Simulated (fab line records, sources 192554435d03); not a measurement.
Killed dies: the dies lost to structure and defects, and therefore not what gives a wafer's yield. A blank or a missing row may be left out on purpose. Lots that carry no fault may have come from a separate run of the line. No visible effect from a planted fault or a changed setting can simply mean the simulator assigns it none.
Lot-split experiment || flow n5-finfet || 39 wafers read across 7 lots, on a route 1938 steps long

== SPLIT DETAILS ==
At N5_BEOL_M3_ETCH_70 (etches SOC in N2/H2, target depth 80 nm, overetch 16 nm, time 120 s), the setting time-s was moved away from the recipe's 120 s on 18 of the 39 wafers read, by -55.3% to +50.3%. All remaining wafers had this setting at the recipe value.

The split's own step is where the reading is taken.

== THE READING ==
SiARC_of_BEOL_M3_COAT_68.thk-nm (the simulator's own value, which no gauge read), in nm, at N5_BEOL_M3_ETCH_70 (etches SOC in N2/H2, target depth 80 nm, overetch 16 nm, time 120 s). The file gives no usual value for it. Here, 21 wafers ran the recipe; their average is 6.3 nm with a standard deviation of 0.17 nm.

{"wafer": "L079.1", "tool, chamber at the split": "rie-diel-06, 3", "time-s as run, s": 53.62, "against the recipe": "-55.3%", "SiARC_of_BEOL_M3_COAT_68.thk-nm, nm": 9.4, "against lot-mates on the recipe": "+3.3"}
{"wafer": "L079.2", "tool, chamber at the split": "rie-diel-06, 2", "time-s as run, s": 120, "against the recipe": "recipe", "SiARC_of_BEOL_M3_COAT_68.thk-nm, nm": 6.2, "against lot-mates on the recipe": "-"}
{"wafer": "L079.3", "tool, chamber at the split": "rie-diel-06, 0", "time-s as run, s": 53.62, "against the recipe": "-55.3%", "SiARC_of_BEOL_M3_COAT_68.thk-nm, nm": 9.6, "against lot-mates on the recipe": "+3.5"}
{"wafer": "L079.4", "tool, chamber at the split": "rie-diel-06, 1", "time-s as run, s": 53.62, "against the recipe": "-55.3%", "SiARC_of_BEOL_M3_COAT_68.thk-nm, nm": 9.4, "against lot-mates on the recipe": "+3.3"}
{"wafer": "L079.5", "tool, chamber at the split": "rie-diel-06, 2", "time-s as run, s": 120, "against the recipe": "recipe", "SiARC_of_BEOL_M3_COAT_68.thk-nm, nm": 6.2, "against lot-mates on the recipe": "-"}
{"wafer": "L079.6", "tool, chamber at the split": "rie-diel-06, 1", "time-s as run, s": 120, "against the recipe": "recipe", "SiARC_of_BEOL_M3_COAT_68.thk-nm, nm": 6, "against lot-mates on the recipe": "-"}
{"wafer": "L080.1", "tool, chamber at the split": "rie-diel-06, 3", "time-s as run, s": 89.45, "against the recipe": "-25.5%", "SiARC_of_BEOL_M3_COAT_68.thk-nm, nm": 7.8, "against lot-mates on the recipe": "+1.5"}
{"wafer": "L080.2", "tool, chamber at the split": "rie-diel-06, 0", "time-s as run, s": 120, "against the recipe": "recipe", "SiARC_of_BEOL_M3_COAT_68.thk-nm, nm": 6.4, "against lot-mates on the recipe": "-"}
{"wafer": "L080.3", "tool, chamber at the split": "rie-diel-06, 2", "time-s as run, s": 89.45, "against the recipe": "-25.5%", "SiARC_of_BEOL_M3_COAT_68.thk-nm, nm": 7.8, "against lot-mates on the recipe": "+1.5"}
{"wafer": "L080.4", "tool, chamber at the split": "rie-diel-06, 1", "time-s as run, s": 89.45, "against the recipe": "-25.5%", "SiARC_of_BEOL_M3_COAT_68.thk-nm, nm": 7.6, "against lot-mates on the recipe": "+1.3"}
{"wafer": "L080.5", "tool, chamber at the split": "rie-diel-06, 3", "time-s as run, s": 120, "against the recipe": "recipe", "SiARC_of_BEOL_M3_COAT_68.thk-nm, nm": 6.2, "against lot-mates on the recipe": "-"}
{"wafer": "L080.6", "tool, chamber at the split": "rie-diel-06, 2", "time-s as run, s": 120, "against the recipe": "recipe", "SiARC_of_BEOL_M3_COAT_68.thk-nm, nm": 6.2, "against lot-mates on the recipe": "-"}
{"wafer": "L081.1", "tool, chamber at the split": "rie-diel-02, 0", "time-s as run, s": 57.44, "against the recipe": "-52.1%", "SiARC_of_BEOL_M3_COAT_68.thk-nm, nm": 9.2, "against lot-mates on the recipe": "+2.7"}
{"wafer": "L081.2", "tool, chamber at the split": "rie-diel-02, 1", "time-s as run, s": 57.44, "against the recipe": "-52.1%", "SiARC_of_BEOL_M3_COAT_68.thk-nm, nm": 9.4, "against lot-mates on the recipe": "+2.9"}
{"wafer": "L081.3", "tool, chamber at the split": "rie-diel-02, 3", "time-s as run, s": 120, "against the recipe": "recipe", "SiARC_of_BEOL_M3_COAT_68.thk-nm, nm": 6.6, "against lot-mates on the recipe": "-"}
{"wafer": "L081.4", "tool, chamber at the split": "rie-diel-02, 2", "time-s as run, s": 120, "against the recipe": "recipe", "SiARC_of_BEOL_M3_COAT_68.thk-nm, nm": 6.4, "against lot-mates on the recipe": "-"}
{"wafer": "L081.5", "tool, chamber at the split": "rie-diel-02, 3", "time-s as run, s": 120, "against the recipe": "recipe", "SiARC_of_BEOL_M3_COAT_68.thk-nm, nm": 6.4, "against lot-mates on the recipe": "-"}
{"wafer": "L081.6", "tool, chamber at the split": "rie-diel-02, 2", "time-s as run, s": 57.44, "against the recipe": "-52.1%", "SiARC_of_BEOL_M3_COAT_68.thk-nm, nm": 9.2, "against lot-mates on the recipe": "+2.7"}
{"wafer": "L084.1", "tool, chamber at the split": "rie-diel-04, 2", "time-s as run, s": 120, "against the recipe": "recipe", "SiARC_of_BEOL_M3_COAT_68.thk-nm, nm": 6.4, "against lot-mates on the recipe": "-"}
{"wafer": "L084.2", "tool, chamber at the split": "rie-diel-04, 1", "time-s as run, s": 120, "against the recipe": "recipe", "SiARC_of_BEOL_M3_COAT_68.thk-nm, nm": 6.4, "against lot-mates on the recipe": "-"}
{"wafer": "L084.3", "tool, chamber at the split": "rie-diel-04, 3", "time-s as run, s": 120, "against the recipe": "recipe", "SiARC_of_BEOL_M3_COAT_68.thk-nm, nm": 6.2, "against lot-mates on the recipe": "-"}
{"wafer": "L084.4", "tool, chamber at the split": "rie-diel-04, 0", "time-s as run, s": 54.7, "against the recipe": "-54.4%", "SiARC_of_BEOL_M3_COAT_68.thk-nm, nm": 9.4, "against lot-mates on the recipe": "+3.1"}
{"wafer": "L084.5", "tool, chamber at the split": "rie-diel-04, 3", "time-s as run, s": 54.7, "against the recipe": "-54.4%", "SiARC_of_BEOL_M3_COAT_68.thk-nm, nm": 9.4, "against lot-mates on the recipe": "+3.1"}
{"wafer": "L084.6", "tool, chamber at the split": "rie-diel-04, 2", "time-s as run, s": 54.7, "against the recipe": "-54.4%", "SiARC_of_BEOL_M3_COAT_68.thk-nm, nm": 9.4, "against lot-mates on the recipe": "+3.1"}
{"wafer": "L089.1", "tool, chamber at the split": "rie-diel-06, 3", "time-s as run, s": 180.4, "against the recipe": "+50.3%", "SiARC_of_BEOL_M3_COAT_68.thk-nm, nm": 3.4, "against lot-mates on the recipe": -3.0}
{"wafer": "L089.2", "tool, chamber at the split": "rie-diel-06, 1", "time-s as run, s": 180.4, "against the recipe": "+50.3%", "SiARC_of_BEOL_M3_COAT_68.thk-nm, nm": 3, "against lot-mates on the recipe": -3.4}
{"wafer": "L089.3", "tool, chamber at the split": "rie-diel-06, 0", "time-s as run, s": 120, "against the recipe": "recipe", "SiARC_of_BEOL_M3_COAT_68.thk-nm, nm": 6.4, "against lot-mates on the recipe": "-"}
{"wafer": "L089.4", "tool, chamber at the split": "rie-diel-06, 2", "time-s as run, s": 180.4, "against the recipe": "+50.3%", "SiARC_of_BEOL_M3_COAT_68.thk-nm, nm": 3.4, "against lot-mates on the recipe": -3.0}
{"wafer": "L089.5", "tool, chamber at the split": "rie-diel-06, 0", "time-s as run, s": 120, "against the recipe": "recipe", "SiARC_of_BEOL_M3_COAT_68.thk-nm, nm": 6.4, "against lot-mates on the recipe": "-"}
{"wafer": "L089.6", "tool, chamber at the split": "rie-diel-06, 3", "time-s as run, s": 120, "against the recipe": "recipe", "SiARC_of_BEOL_M3_COAT_68.thk-nm, nm": 6.4, "against lot-mates on the recipe": "-"}
{"wafer": "L090.1", "tool, chamber at the split": "rie-diel-04, 0", "time-s as run, s": 120, "against the recipe": "recipe", "SiARC_of_BEOL_M3_COAT_68.thk-nm, nm": 6.4, "against lot-mates on the recipe": "-"}
{"wafer": "L090.2", "tool, chamber at the split": "rie-diel-04, 1", "time-s as run, s": 120, "against the recipe": "recipe", "SiARC_of_BEOL_M3_COAT_68.thk-nm, nm": 6, "against lot-mates on the recipe": "-"}
{"wafer": "L090.3", "tool, chamber at the split": "rie-diel-04, 2", "time-s as run, s": 120, "against the recipe": "recipe", "SiARC_of_BEOL_M3_COAT_68.thk-nm, nm": 6.4, "against lot-mates on the recipe": "-"}
{"wafer": "L095.1", "tool, chamber at the split": "rie-diel-06, 0", "time-s as run, s": 120, "against the recipe": "recipe", "SiARC_of_BEOL_M3_COAT_68.thk-nm, nm": 6.6, "against lot-mates on the recipe": "-"}
{"wafer": "L095.2", "tool, chamber at the split": "rie-diel-06, 1", "time-s as run, s": 59.85, "against the recipe": "-50.1%", "SiARC_of_BEOL_M3_COAT_68.thk-nm, nm": 9, "against lot-mates on the recipe": "+2.7"}
{"wafer": "L095.3", "tool, chamber at the split": "rie-diel-06, 3", "time-s as run, s": 59.85, "against the recipe": "-50.1%", "SiARC_of_BEOL_M3_COAT_68.thk-nm, nm": 9.2, "against lot-mates on the recipe": "+2.9"}
{"wafer": "L095.4", "tool, chamber at the split": "rie-diel-06, 1", "time-s as run, s": 120, "against the recipe": "recipe", "SiARC_of_BEOL_M3_COAT_68.thk-nm, nm": 6, "against lot-mates on the recipe": "-"}
{"wafer": "L095.5", "tool, chamber at the split": "rie-diel-06, 3", "time-s as run, s": 120, "against the recipe": "recipe", "SiARC_of_BEOL_M3_COAT_68.thk-nm, nm": 6.4, "against lot-mates on the recipe": "-"}
{"wafer": "L095.6", "tool, chamber at the split": "rie-diel-06, 0", "time-s as run, s": 59.85, "against the recipe": "-50.1%", "SiARC_of_BEOL_M3_COAT_68.thk-nm, nm": 9.2, "against lot-mates on the recipe": "+2.9"}

THE FIT
A straight line over all 39 wafers: SiARC_of_BEOL_M3_COAT_68.thk-nm changes by -0.0577 nm for each +1% of time-s; r = -1.00; the points scatter about the line by 0.15 nm.
The same after taking each lot's own level away (the mean of its wafers on the recipe; 39 wafers): -0.0583 nm for each +1%; r = -1.00; scatter 0.16 nm.
On that fit, the largest move of time-s shifts the reading by 3.2 nm.
Across the lots, their own levels run from 6.13 to 6.47 nm, a range of 2.0 times the standard deviation given above.
Hence the lot-to-lot level has little effect on the slope; both slopes agree.
Check: with one of the wafers moved furthest among these (-55.3%) left out of the fit, the line predicts +3.17 nm for it against its lot-mates. It came out at +3.27 nm against them.

== ADDITIONAL SPLITS CARRIED BY THESE WAFERS ==
Before the reading, these wafers also passed through other splits. Each is held against what the fit with the lots' levels taken away leaves over:
{"other split on the same wafers": "N5_ZERO_LAYER_PECVD_02 time-s", "wafers away from the commonest value": 15, "r with SiARC_of_BEOL_M3_COAT_68.thk-nm (lot level and that fit taken away)": -0.12}
{"other split on the same wafers": "N5_FIN_SAQP_SPACER2_ALD_28 target-thk-a", "wafers away from the commonest value": 9, "r with SiARC_of_BEOL_M3_COAT_68.thk-nm (lot level and that fit taken away)": -0.14}
{"other split on the same wafers": "N5_MOL_CONTACT_COAG_ALD_123 ald-cycles", "wafers away from the commonest value": 18, "r with SiARC_of_BEOL_M3_COAT_68.thk-nm (lot level and that fit taken away)": "+0.06"}

== THE WHOLE CHAIN: every reading that the file lists as answering this split, in the file's order ==
{"step": "N5_BEOL_M3_ETCH_70", "what it does": "etches SOC in N2/H2, target depth 80 nm, overetch 16 nm, time 120 s", "reading": "etch.depth-nm (the simulator's own value, which no gauge read)", "change (the file's fit)": "not straight: 42.94 at the lowest setting, 60.05 at the recipe, 60.17 at the highest", "r (the file's)": "not given"}
{"step": "N5_BEOL_M3_ETCH_70", "what it does": "etches SOC in N2/H2, target depth 80 nm, overetch 16 nm, time 120 s", "reading": "SiARC_of_BEOL_M3_COAT_68.thk-nm (the simulator's own value, which no gauge read)", "change (the file's fit)": "-0.0577 nm for each +1% of the setting", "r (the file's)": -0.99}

== THE FILE'S OWN FIT ==
SiARC_of_BEOL_M3_COAT_68.thk-nm changes by -0.0577 nm for each +1% of time-s, r = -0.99.
